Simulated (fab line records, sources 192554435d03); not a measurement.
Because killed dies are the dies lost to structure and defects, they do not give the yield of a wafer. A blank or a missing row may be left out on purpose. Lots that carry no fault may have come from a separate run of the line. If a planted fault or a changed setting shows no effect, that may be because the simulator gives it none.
fab line records	flow n5_finfet
record lots=5	wafers=15	last_day=17
route steps=1938 shown BEOL_M4@1099 BEOL_M5@1112 BEOL_M6@1236 PASSIVATION@1936
lots that met no fault: from a run of the same line without faults
start_h: start of the lot's first displayed wafer, in hours after the record's first day	wait_h: hours elapsed since this lot's preceding step	" repeats the value in the row above	L1.1+2: a single row standing in for several wafers	- no value present, or no start provided	* or withheld: withheld	< > ~ a bound
route shown NAME@n: names a module that has steps shown in the file, with the first one's number in the route	usual: the fault-free wafers' mean and standard deviation	same: alike in all rows	chamber/n: place in a boat	sites: per-site readings	_std_site: their standard deviation	_edge_site: mean of outer sites minus mean of inner sites	radius_mm: how far each site lies from the wafer's centre	mask NAME#n: copy n	behind: the tool/chamber that last shaped the wafer	hold: why the lot went on hold/how many hours it stayed there/how the hold came to an end	device: which transistor (n, p or np) failed to switch	end of line: at the end of the route, the tests of the same wafers	where a step has no rows: the recipe by itself	killed: dies that structure and defects cost at the first sort, which is not the same as the wafer's yield	map: per-die view of a wafer (x killed, . not killed, _ where there is no die)
set.NAME: the setting that was run; set.NAME@STEP: the one run at that earlier step	model.NAME: the simulator's own value behind a step, which no gauge read
a table for each step, a row for each wafer; lots at some steps of the route
services: from which hour (start_h, from the record's first day; less than 0 if before it) a tool's chamber was out of use, for how many hours, and why
## steps
# step N5_BEOL_M4_ANNEAL_95
# recipe temp_c=400	time_s=240	ambient=vacuum
# step N5_BEOL_M4_SPUTTER_96
# recipe material=Cu	target_thk_a=45	temp_c=-20	chamber_pressure_pa=0.07	power_w=withheld	time_s=8.29
# step N5_BEOL_M4_ECD_50
# recipe material=Cu	target_thk_a=3000
# step N5_BEOL_M4_ANNEAL_51
# recipe temp_c=225	time_s=90	ambient=N2
# step N5_BEOL_M4_CMP_52
# recipe stop_on=SiOC	t_overpolish_s=6.8	down_force_psi=1	platen_rpm=50	clearing_platen_down_force_psi=1.5	clearing_platen_rpm=50	post_cmp_clean=cu_alkaline	target_thk_nm=40	clearing_platen_pad_velocity_m_s=0.99484	pad_velocity_m_s=0.99484
# step N5_BEOL_M4_PRE_CLEAN_60
# recipe gas=NH3/H2	time_s=15	temp_c=*	rf_power_w=300
# step N5_BEOL_M4_CO_CAP_55
# recipe material=Co	target_thk_a=20	temp_c=200	precursor=CCTBA/H2	pressure_torr=30	time_s=102.1
# step N5_BEOL_M4_PRE_CLEAN_56
# recipe gas=NH3	time_s=15	temp_c=withheld	rf_power_w=300
# step N5_BEOL_M4_DEP_57
# recipe material=SiCN	target_thk_a=80	temp_c=withheld	precursor=3MS/NH3	pressure_torr=3	rf_w=202	time_s=14
# step N5_BEOL_M4_RC_MEAS_101
# usual DIBL_N=36.3/1.7	DIBL_P=36.5/1.8	IOFF_N=0.16/0.033	IOFF_P=0.21/0.037	ION_N=675/11	ION_P=462/7.9	SS_N=71.6/0.64	SS_P=73.3/0.68	VT_N=249/3.3	VT_P=-250/3.3
lot.wafer	tool	chamber	start_h	wait_h	DIBL_N[mV/V]	DIBL_P[mV/V]	IOFF_N[nA/um]	IOFF_P[nA/um]	ION_N[uA/um]	ION_P[uA/um]	SS_N[mV/dec]	SS_P[mV/dec]	VT_N[mV]	VT_P[mV]
L812.1	prober-01	0	181.33	0.0	34.9	34.8	0.13	0.16	664	456	71.2	72.7	253	-254
L812.3	"	0	"	"	33.9	33.9	0.11	0.14	660	451	70.9	72.4	255	-257
L812.4	"	0	"	"	35.0	34.9	0.12	0.15	666	454	70.9	72.6	254	-254
L818.4	prober-02	0	224.24	0.6	36.8	36.9	0.14	0.19	669	451	71.4	73.1	253	-252
L818.5	"	0	"	"	36.0	36.4	0.13	0.17	657	448	70.8	72.8	250	-257
L818.6	"	0	"	"	35.1	36.4	0.13	0.19	672	463	70.9	74.2	251	-253
L820.2	prober-01	0	225.41	0.2	34.4	32.5	0.13	0.16	660	450	71.4	72.5	252	-255
L820.3	"	0	"	"	36.8	36.6	0.17	0.21	674	455	71.7	73.4	250	-252
L820.6	"	0	"	"	36.9	36.5	0.18	0.21	671	458	71.9	73.2	247	-252
L821.1	prober-02	0	231.02	0.0	36.1	36.2	0.17	0.22	676	463	72.2	73.2	249	-250
L821.3	"	0	"	"	39.4	40.8	0.24	0.31	686	470	71.8	74.3	243	-246
L821.5	"	0	"	"	37.9	38.3	0.20	0.25	680	463	72.3	74.7	245	-250
L832.2	prober-01	0	298.25	0.2	32.8	33.7	0.12	0.16	669	457	70.7	73.0	256	-253
L832.4	"	0	"	"	34.1	35.2	0.14	0.18	660	457	71.2	72.9	252	-253
L832.6	"	0	"	"	35.7	36.5	0.15	0.19	671	453	71.1	73.8	251	-254
# step N5_BEOL_M5_ILD_DEP_00
# recipe material=SiCOH_lowk	target_thk_a=1406.4	temp_c=300	precursor=DEMS/porogen	pressure_torr=5	rf_w=500	time_s=25.9
# step N5_BEOL_M5_CURE_79
# recipe temp_c=385	time_s=240	ambient=He/Ar	material=SiCOH_lowk
# step N5_BEOL_M5_PECVD_70
# recipe material=SiO2	target_thk_a=160	temp_c=400	precursor=TEOS/O2	pressure_torr=5.5	rf_w=450	teos_flow_sccm=53.8	gas=O2	flow_sccm=3000	time_s=18
# step N5_BEOL_M5_HM_DEP_02
# recipe material=TiN	target_thk_a=200	temp_c=25	chamber_pressure_pa=0.49996
# step N5_BEOL_M5_COAT_59
# recipe resist=SOC	temp_c=250	time_s=60	spin_rpm=1500	resist_thk_nm=60
# step N5_BEOL_M5_COAT_60
# recipe resist=SiARC	temp_c=220	time_s=60	spin_rpm=1500	resist_thk_nm=12
# step N5_BEOL_M5_COAT_71
# recipe resist=underlayer	temp_c=205	time_s=60	spin_rpm=1500	resist_thk_nm=5
# step N5_BEOL_M5_COAT_05
# recipe resist=CAR-EUV	spin_rpm=1500	resist_thk_nm=30
# step N5_BEOL_M5_EBR_07
# recipe solvent=PGMEA	ebr_width_mm=1.5
# step N5_BEOL_M5_SOFTBAKE_06
# recipe temp_c=110	time_s=60	resist=CAR-EUV
# step N5_BEOL_M5_EXPOSE_08
# recipe mask_id=M5	na=0.33	source_shape=annular	sigma_inner=0.4	sigma_outer=0.8	polarization=unpolarized	target_cd_nm=28	dose_mj=35.75
# step N5_BEOL_M5_PEB_09
# recipe peb_temp_c=100	peb_time_s=60	resist=CAR-EUV
# step N5_BEOL_M5_DEVELOP_10
# recipe develop_time_s=30	developer=TMAH	resist=CAR-EUV	rinse_liquid=surfactant_rinse	dry=air_spin	dev_temp_c=23
# step N5_BEOL_M5_DESCUM_16
# recipe chemistry=O2	time_s=7	source_power_w=50	bias_power_w=20	pressure_mtorr=20	rf_frequency_hz=2.712e+07	temp_c=40	resist=CAR-EUV	o2_flow_sccm=225
# step N5_BEOL_M5_ETCH_72
# recipe chemistry=N2/H2	target=underlayer	target_depth_a=65	mask_material=CAR-EUV	time_s=5.2	ion_energy_ev=200	pressure_mtorr=30	source_w=840	bias_w=150	n2_flow_sccm=200	h2_flow_sccm=200	ends=cleared
# step N5_BEOL_M5_ETCH_61
# recipe chemistry=CF4	target=SiARC	target_depth_a=156	mask_material=CAR-EUV	time_s=26	ion_energy_ev=80	pressure_mtorr=40	source_w=545	bias_w=36	Ar_flow_sccm=100	cf4_flow_sccm=100	ends=cleared
# step N5_BEOL_M5_ETCH_62
# recipe chemistry=N2/H2	target=SOC	target_depth_a=750	overetch_a=150	mask_material=SiARC	temp_c=40	time_s=112.5	ion_energy_ev=200	pressure_mtorr=30	source_w=840	bias_w=150	n2_flow_sccm=200	h2_flow_sccm=200
# step N5_BEOL_M5_STRIP_63
# recipe chemistry=N2/H2	temp_c=40	n2_flow_sccm=200	h2_flow_sccm=200	rf_frequency_hz=6e+07
# step N5_BEOL_M5_STRIP_73
# recipe chemistry=N2/H2	temp_c=40	n2_flow_sccm=200	h2_flow_sccm=200	rf_frequency_hz=6e+07
# step N5_BEOL_M5_STRIP_64
# recipe chemistry=CF4	resist=SiARC	power_w=300	bias_power_w=75	pressure_mtorr=50	cf4_flow_sccm=150	rf_frequency_hz=6e+07
# step N5_BEOL_M5_HM_OPEN_17
# recipe chemistry=Cl2/BCl3	target_depth_a=200	overetch_a=60	target=TiN	mask_material=SOC	ion_energy_ev=150	pressure_mtorr=10	icp_w=1000	bias_w=126	Cl2_flow_sccm=53.25	bcl3_flow_sccm=21.75	Ar_flow_sccm=25
# step N5_BEOL_M5_STRIP_19
# recipe chemistry=O2	power_w=400	temp_c=40	pressure_mtorr=30	rf_frequency_hz=6e+07	bias_power_w=0	overash_fraction=0.2	o2_flow_sccm=225
# step N5_BEOL_M5_COAT_65
# recipe resist=SOC	temp_c=250	time_s=60	spin_rpm=1500	resist_thk_nm=60
# step N5_BEOL_M5_COAT_66
# recipe resist=SiARC	temp_c=220	time_s=60	spin_rpm=1500	resist_thk_nm=12
# step N5_BEOL_M6_VIA_ETCH_34
# recipe chemistry=C4F6/O2	target=SiCOH_lowk	target_depth_a=1263	mask_material=SOC	taper_deg=4	time_s=50.9	ion_energy_ev=250	pressure_mtorr=30	source_w=345	bias_w=185	Ar_flow_sccm=300	C4F6_flow_sccm=10	O2_flow_sccm=10
# usual C4F6_flow_sccm=10.001/0.03	O2_flow_sccm=10.00/0.033	drypump_motor_current_A=5.4/0.47	oes_o_777_au=0.78/0.066	oes_product_au=0.78/0.068	rf_vpp_V=667/9.2	showerhead_plenum_p_Torr=2.83/0.093	throttle_valve_pct=20.90/0.24
lot.wafer	tool	chamber	start_h	wait_h	C4F6_flow_sccm	O2_flow_sccm	drypump_motor_current_A	oes_o_777_au	oes_product_au	rf_hours_counter_h	rf_vpp_V	showerhead_plenum_p_Torr	throttle_valve_pct	model.SiARC_of_BEOL_M6_COAT_64.thk_nm	model.SOC_of_BEOL_M6_COAT_63.thk_nm
L812.1	rie_diel-01	3	200.93	0.0	9.997	9.97	6.5	0.87	0.85	58	674	2.99	20.55	0	53.6
L812.3	"	1	"	"	9.989	10.02	5.7	0.94	0.93	14	650	2.79	20.69	0	53.8
L812.4	"	0	"	"	9.975	9.97	5.7	0.74	0.71	219	669	2.80	21.01	0	53.8
L818.4	rie_diel-01	2	242.28	0.0	-	-	-	-	-	-	-	-	-	6.8	60.2
L818.5	"	1	"	"	-	-	-	-	-	-	-	-	-	6.4	60.2
L818.6	"	0	"	"	-	-	-	-	-	-	-	-	-	6.4	60.2
L820.2	rie_diel-03	1	245.76	0.0	-	-	-	-	-	-	-	-	-	6.4	60
L820.3	"	3	"	"	-	-	-	-	-	-	-	-	-	6.6	60.2
L820.6	"	3	"	"	-	-	-	-	-	-	-	-	-	6.6	60.2
L821.1	rie_diel-03	0	250.19	0.0	-	-	-	-	-	-	-	-	-	6.2	59.8
L821.3	"	1	"	"	-	-	-	-	-	-	-	-	-	6.4	60
L821.5	"	2	"	"	-	-	-	-	-	-	-	-	-	6.4	60
L832.2	rie_diel-06	0	319.31	0.0	9.977	10.01	5.1	0.69	0.69	236	651	2.91	21.17	0	54.2
L832.4	"	3	"	"	9.982	10.01	4.9	0.75	0.76	128	674	2.73	20.57	0	54.4
L832.6	"	2	"	"	10.011	9.97	5.2	0.77	0.76	-	672	2.72	21.02	0	54
# step N5_PASSIVATION_PROBE_49
# usual defect_limited_yield=91.3/1.5	killed_at_M0_to_M3=34/9.4	killed_at_M4_up=13/5.3	killed_at_contacts=13/5.7	killed_at_front_end=40/10	killed_at_other=3.7/2.8	killed_dies=103/17	killed_on_rim=13/4.2	killed_open=67/13	killed_short=35/8.5	sort_bin_5_function=5.0/0.98	sort_bin_6_memory=3.3/0.7	sort_n_pass=1077/17	sort_yield_pct=91.3/1.5
# same gross_dies=1180	killed_at_back_side=0	sort_bin_4_leakage[%]=0	sort_bin_8_speed[%]=0
lot.wafer	tool	chamber	start_h	wait_h	defect_limited_yield[%]	killed_at_M0_to_M3	killed_at_M4_up	killed_at_contacts	killed_at_front_end	killed_at_other	killed_dies	killed_on_rim	killed_open	killed_short	sort_bin_5_function[%]	sort_bin_6_memory[%]	sort_n_pass	sort_yield_pct[%]
L812.1	prober-02	-	285.23	0.0	87.5	68	19	16	42	3	148	23	95	53	7.5	4.6	1032	87.5
L812.3	prober-02	-	285.33	0.1	90.5	36	10	18	47	1	112	23	72	38	5.9	3.1	1068	90.5
L812.4	prober-02	-	285.38	0.2	90.8	45	12	13	37	2	109	18	67	40	6.4	2.7	1071	90.8
L818.4	prober-01	-	331.44	0.2	0	25	1115	9	28	3	1180	152	44	27	97.7	2.2	0	0
L818.5	prober-01	-	331.49	0.2	0	40	1105	3	29	3	1180	152	38	44	97.4	2.4	0	0
L818.6	prober-01	-	331.54	0.3	0	26	1118	4	25	7	1180	152	44	32	97.5	2.2	0	0
L820.2	prober-02	-	331.69	0.1	0	35	1083	4	44	14	1180	152	76	48	95.1	4.2	0	0
L820.3	prober-02	-	331.74	0.1	0	41	1083	10	43	3	1180	152	81	32	95.9	3.7	0	0
L820.6	prober-02	-	331.89	0.3	0	47	1078	10	39	6	1180	152	83	30	95.8	3.9	0	0
L821.1	prober-01	-	332.57	0.0	0	25	1112	14	28	1	1180	152	57	26	97.6	2.3	0	0
L821.3	prober-01	-	332.67	0.1	0	24	1109	18	28	1	1180	152	43	38	96.9	3.1	0	0
L821.5	prober-01	-	332.77	0.2	0	43	1079	19	38	1	1180	152	79	39	95.8	3.6	0	0
L832.2	prober-01	-	402.88	0.1	90.3	39	19	13	43	0	114	18	74	38	5.4	4.0	1066	90.3
L832.4	prober-01	-	402.98	0.2	90.9	25	19	17	46	0	107	16	71	36	5.0	3.6	1073	90.9
L832.6	prober-01	-	403.08	0.3	91.8	23	14	13	47	0	97	10	68	29	4.7	3.3	1083	91.8
# killed by level:class
L812.1 BEOL_M0_SAQP:geometric_particle:open=19 BEOL_M0_SAQP:geometric_particle:short=18 BEOL_M3:geometric_particle:open=17 FIN_SAQP:geometric_particle:short=15 MOL_CONTACT_COAG:geometric_particle:open=13 BEOL_M4:geometric_particle:open=9 GATE_CUT:geometric_particle:open=7 DUMMY_GATE:geometric_particle:open=6
L812.3 FIN_SAQP:geometric_particle:open=20 MOL_CONTACT_COAG:geometric_particle:open=15 BEOL_M3:geometric_particle:open=12 STI_FIN_REVEAL:geometric_particle:open=9 FIN_SAQP:geometric_particle:short=8 BEOL_M3:geometric_particle:short=7 BEOL_M1:geometric_particle:short=5 MOL_CONTACT_COAG:geometric_particle:short=3
L812.4 BEOL_M3:geometric_particle:open=14 FIN_SAQP:geometric_particle:open=11 MOL_CONTACT_COAG:geometric_particle:open=11 BEOL_M0_SAQP:geometric_particle:short=10 BEOL_M0_SAQP:geometric_particle:open=8 FIN_SAQP:geometric_particle:short=6 BEOL_M3:geometric_particle:short=6 STI_FIN_REVEAL:geometric_particle:open=4
L818.4 BEOL_M6:area_etch=1109 BEOL_M0_SAQP:geometric_particle:open=9 DUMMY_GATE:geometric_particle:open=6 MOL_CONTACT_COAG:geometric_particle:open=6 GATE_CUT:geometric_particle:short=5 BEOL_M0_SAQP:geometric_particle:short=5 FIN_SAQP:geometric_particle:short=4 ILD0:geometric_particle:open=3
L818.5 BEOL_M6:area_etch=1098 BEOL_M0_SAQP:geometric_particle:open=13 BEOL_M0_SAQP:geometric_particle:short=11 ILD0:geometric_particle:short=8 FIN_SAQP:geometric_particle:short=5 BEOL_M1:geometric_particle:short=4 GATE_CUT:geometric_particle:short=3 BEOL_M1:geometric_particle:open=3
L818.6 BEOL_M6:area_etch=1104 BEOL_M3:geometric_particle:open=8 STI_FIN_REVEAL:geometric_particle:open=5 BEOL_M2:geometric_particle:open=5 FIN_SAQP:geometric_particle:open=4 GATE_CUT:geometric_particle:short=4 BEOL_M0_SAQP:geometric_particle:short=4 BEOL_M1:geometric_particle:short=4
L820.2 BEOL_M6:area_etch=1055 BEOL_M0_SAQP:geometric_particle:short=14 BEOL_M4:geometric_particle:open=14 FIN_SAQP:geometric_particle:short=6 STI_FIN_REVEAL:geometric_particle:open=6 MIM_TOP_ETCH:geometric_particle:open=6 GATE_CUT:geometric_particle:short=5 BEOL_M0_SAQP:geometric_particle:open=5
L820.3 BEOL_M6:area_etch=1066 BEOL_M0_SAQP:geometric_particle:open=18 FIN_SAQP:geometric_particle:open=13 MOL_CONTACT_COAG:geometric_particle:open=8 BEOL_M0_SAQP:geometric_particle:short=8 BEOL_M4:geometric_particle:open=7 FIN_SAQP:geometric_particle:short=6 DUMMY_GATE:geometric_particle:open=6
L820.6 BEOL_M6:area_etch=1067 BEOL_M2:geometric_particle:open=25 STI_FIN_REVEAL:geometric_particle:open=10 MOL_CONTACT_COAG:geometric_particle:open=9 BEOL_M0_SAQP:geometric_particle:open=7 BEOL_M3:geometric_particle:open=6 BEOL_M4:geometric_particle:open=6 DUMMY_GATE:geometric_particle:open=5
L821.1 BEOL_M6:area_etch=1095 MOL_CONTACT_COAG:geometric_particle:open=10 STI_FIN_REVEAL:geometric_particle:open=7 BEOL_M3:geometric_particle:open=7 GATE_CUT:geometric_particle:open=7 GATE_CUT:geometric_particle:short=5 BEOL_M4:geometric_particle:open=5 MOL_CONTACT_COAG:geometric_particle:short=4
L821.3 BEOL_M6:area_etch=1098 MOL_CONTACT_COAG:geometric_particle:open=9 MOL_CONTACT_COAG:geometric_particle:short=9 FIN_SAQP:geometric_particle:short=7 GATE_CUT:geometric_particle:short=6 BEOL_M2:geometric_particle:short=6 BEOL_M2:geometric_particle:open=6 STI_FIN_REVEAL:geometric_particle:open=4
L821.5 BEOL_M6:area_etch=1062 BEOL_M3:geometric_particle:open=21 MOL_CONTACT_COAG:geometric_particle:open=13 FIN_SAQP:geometric_particle:short=8 BEOL_M0:geometric_particle:open=7 GATE_CUT:geometric_particle:short=6 MOL_CONTACT_COAG:geometric_particle:short=6 BEOL_M1:geometric_particle:open=5
L832.2 FIN_SAQP:geometric_particle:short=11 MOL_CONTACT_COAG:geometric_particle:open=11 BEOL_M2:geometric_particle:open=11 GATE_CUT:geometric_particle:short=9 GATE_CUT:geometric_particle:open=9 BEOL_M4:geometric_particle:open=9 BEOL_M0_SAQP:geometric_particle:open=8 BEOL_M1:geometric_particle:open=5
L832.4 MOL_CONTACT_COAG:geometric_particle:open=13 GATE_CUT:geometric_particle:short=10 BEOL_M4:geometric_particle:open=10 BEOL_M2:geometric_particle:open=8 DUMMY_GATE:geometric_particle:open=7 GATE_CUT:geometric_particle:open=7 STI_FIN_REVEAL:geometric_particle:open=5 MOL_CONTACT_COAG:geometric_particle:short=4
L832.6 MOL_CONTACT_COAG:geometric_particle:open=13 BEOL_M2:geometric_particle:open=10 GATE_CUT:geometric_particle:short=9 FIN_SAQP:geometric_particle:open=8 FIN_SAQP:geometric_particle:short=8 STI_FIN_REVEAL:geometric_particle:open=8 BEOL_M4:geometric_particle:open=7 BEOL_M3:geometric_particle:open=6
# map L818.4 (x killed, . not)
_________________xxxxxxxxxxxx________________
______________xxxxxxxxxxxxxxxxxx_____________
___________xxxxxxxxxxxxxxxxxxxxxxxx__________
__________xxxxxxxxxxxxxxxxxxxxxxxxxx_________
________xxxxxxxxxxxxxxxxxxxxxxxxxxxxxx_______
_______xxxxxxxxxxxxxxxxxxxxxxxxxxxxxxxx______
______xxxxxxxxxxxxxxxxxxxxxxxxxxxxxxxxxx_____
_____xxxxxxxxxxxxxxxxxxxxxxxxxxxxxxxxxxxx____
____xxxxxxxxxxxxxxxxxxxxxxxxxxxxxxxxxxxxxx___
___xxxxxxxxxxxxxxxxxxxxxxxxxxxxxxxxxxxxxxxx__
___xxxxxxxxxxxxxxxxxxxxxxxxxxxxxxxxxxxxxxxx__
__xxxxxxxxxxxxxxxxxxxxxxxxxxxxxxxxxxxxxxxxxx_
__xxxxxxxxxxxxxxxxxxxxxxxxxxxxxxxxxxxxxxxxxx_
_xxxxxxxxxxxxxxxxxxxxxxxxxxxxxxxxxxxxxxxxxxxx
_xxxxxxxxxxxxxxxxxxxxxxxxxxxxxxxxxxxxxxxxxxxx
_xxxxxxxxxxxxxxxxxxxxxxxxxxxxxxxxxxxxxxxxxxxx
_xxxxxxxxxxxxxxxxxxxxxxxxxxxxxxxxxxxxxxxxxxxx
_xxxxxxxxxxxxxxxxxxxxxxxxxxxxxxxxxxxxxxxxxxxx
_xxxxxxxxxxxxxxxxxxxxxxxxxxxxxxxxxxxxxxxxxxxx
_xxxxxxxxxxxxxxxxxxxxxxxxxxxxxxxxxxxxxxxxxxxx
_xxxxxxxxxxxxxxxxxxxxxxxxxxxxxxxxxxxxxxxxxxxx
__xxxxxxxxxxxxxxxxxxxxxxxxxxxxxxxxxxxxxxxxxx_
__xxxxxxxxxxxxxxxxxxxxxxxxxxxxxxxxxxxxxxxxxx_
___xxxxxxxxxxxxxxxxxxxxxxxxxxxxxxxxxxxxxxxx__
___xxxxxxxxxxxxxxxxxxxxxxxxxxxxxxxxxxxxxxxx__
____xxxxxxxxxxxxxxxxxxxxxxxxxxxxxxxxxxxxxx___
_____xxxxxxxxxxxxxxxxxxxxxxxxxxxxxxxxxxxx____
______xxxxxxxxxxxxxxxxxxxxxxxxxxxxxxxxxx_____
_______xxxxxxxxxxxxxxxxxxxxxxxxxxxxxxxx______
________xxxxxxxxxxxxxxxxxxxxxxxxxxxxxx_______
__________xxxxxxxxxxxxxxxxxxxxxxxxxx_________
___________xxxxxxxxxxxxxxxxxxxxxxxx__________
______________xxxxxxxxxxxxxxxxxx_____________
_________________xxxxxxxxxxxx________________
# map L820.2 (x killed, . not)
_________________xxxxxxxxxxxx________________
______________xxxxxxxxxxxxxxxxxx_____________
___________xxxxxxxxxxxxxxxxxxxxxxxx__________
__________xxxxxxxxxxxxxxxxxxxxxxxxxx_________
________xxxxxxxxxxxxxxxxxxxxxxxxxxxxxx_______
_______xxxxxxxxxxxxxxxxxxxxxxxxxxxxxxxx______
______xxxxxxxxxxxxxxxxxxxxxxxxxxxxxxxxxx_____
_____xxxxxxxxxxxxxxxxxxxxxxxxxxxxxxxxxxxx____
____xxxxxxxxxxxxxxxxxxxxxxxxxxxxxxxxxxxxxx___
___xxxxxxxxxxxxxxxxxxxxxxxxxxxxxxxxxxxxxxxx__
___xxxxxxxxxxxxxxxxxxxxxxxxxxxxxxxxxxxxxxxx__
__xxxxxxxxxxxxxxxxxxxxxxxxxxxxxxxxxxxxxxxxxx_
__xxxxxxxxxxxxxxxxxxxxxxxxxxxxxxxxxxxxxxxxxx_
_xxxxxxxxxxxxxxxxxxxxxxxxxxxxxxxxxxxxxxxxxxxx
_xxxxxxxxxxxxxxxxxxxxxxxxxxxxxxxxxxxxxxxxxxxx
_xxxxxxxxxxxxxxxxxxxxxxxxxxxxxxxxxxxxxxxxxxxx
_xxxxxxxxxxxxxxxxxxxxxxxxxxxxxxxxxxxxxxxxxxxx
_xxxxxxxxxxxxxxxxxxxxxxxxxxxxxxxxxxxxxxxxxxxx
_xxxxxxxxxxxxxxxxxxxxxxxxxxxxxxxxxxxxxxxxxxxx
_xxxxxxxxxxxxxxxxxxxxxxxxxxxxxxxxxxxxxxxxxxxx
_xxxxxxxxxxxxxxxxxxxxxxxxxxxxxxxxxxxxxxxxxxxx
__xxxxxxxxxxxxxxxxxxxxxxxxxxxxxxxxxxxxxxxxxx_
__xxxxxxxxxxxxxxxxxxxxxxxxxxxxxxxxxxxxxxxxxx_
___xxxxxxxxxxxxxxxxxxxxxxxxxxxxxxxxxxxxxxxx__
___xxxxxxxxxxxxxxxxxxxxxxxxxxxxxxxxxxxxxxxx__
____xxxxxxxxxxxxxxxxxxxxxxxxxxxxxxxxxxxxxx___
_____xxxxxxxxxxxxxxxxxxxxxxxxxxxxxxxxxxxx____
______xxxxxxxxxxxxxxxxxxxxxxxxxxxxxxxxxx_____
_______xxxxxxxxxxxxxxxxxxxxxxxxxxxxxxxx______
________xxxxxxxxxxxxxxxxxxxxxxxxxxxxxx_______
__________xxxxxxxxxxxxxxxxxxxxxxxxxx_________
___________xxxxxxxxxxxxxxxxxxxxxxxx__________
______________xxxxxxxxxxxxxxxxxx_____________
_________________xxxxxxxxxxxx________________
## services
tool	chamber	start_h	hours	kind
rie_diel-03	0	187.82	10.9	repair
rie_diel-06	0	188.36	17.2	repair
rie_diel-03	1	213.27	14.2	repair
rie_diel-03	0	218.88	6.2	repair
rie_diel-06	1	254.91	6.7	repair
rie_diel-06	3	258.08	2.7	repair
rie_diel-03	0	272.04	-	clean
rie_diel-03	0	272.04	-	consumable_replace:focus_ring
rie_diel-03	0	272.04	22.2	scheduled_down
rie_diel-03	0	272.04	22.2	vent_cycle
rie_diel-03	2	294.28	-	clean
rie_diel-03	2	294.28	-	consumable_replace:focus_ring
rie_diel-03	2	294.28	-	consumable_replace:showerhead
rie_diel-03	2	294.28	25.3	scheduled_down
rie_diel-03	2	294.28	25.3	vent_cycle
rie_diel-01	0	299.89	-	clean
rie_diel-01	0	299.89	-	consumable_replace:focus_ring
rie_diel-01	0	299.89	15.7	scheduled_down
rie_diel-01	0	299.89	15.7	vent_cycle
## key
first_sign step=N5_BEOL_M6_VIA_ETCH_34	reading=tool_record	direction=missing
effect step=N5_PASSIVATION_PROBE_49	reading=killed_at_M4_up	direction=up	sigmas=99+	usual=13	struck=1098
model_effect step=N5_BEOL_M6_VIA_ETCH_34	value=SiARC_of_BEOL_M6_COAT_64.thk_nm	without=0	struck=6.467
more_kills_born_at N5_BEOL_M6_VIA_ETCH_34@rie_diel-03=6443	N5_BEOL_M6_VIA_ETCH_34@rie_diel-01=3311
met_at N5_BEOL_M6_VIA_ETCH_34
struck_wafers L818.4,L818.5,L818.6,L820.2,L820.3,L820.6,L821.1,L821.3,L821.5
later_rows_left_out L818.4,L818.5,L818.6,L820.2,L820.3,L820.6,L821.1,L821.3,L821.5
onset_between 200.93 242.28
fault kind=skipped_step_whole	tool=rie_diel-01,rie_diel-03	chamber=-	onset_h=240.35	steps=N5_BEOL_M6_VIA_ETCH_34	scope=struck_lots_only
# later_rows_left_out: the simulator's readings of these wafers behind a module that went badly wrong aren't trusted and aren't shown, but for the sort
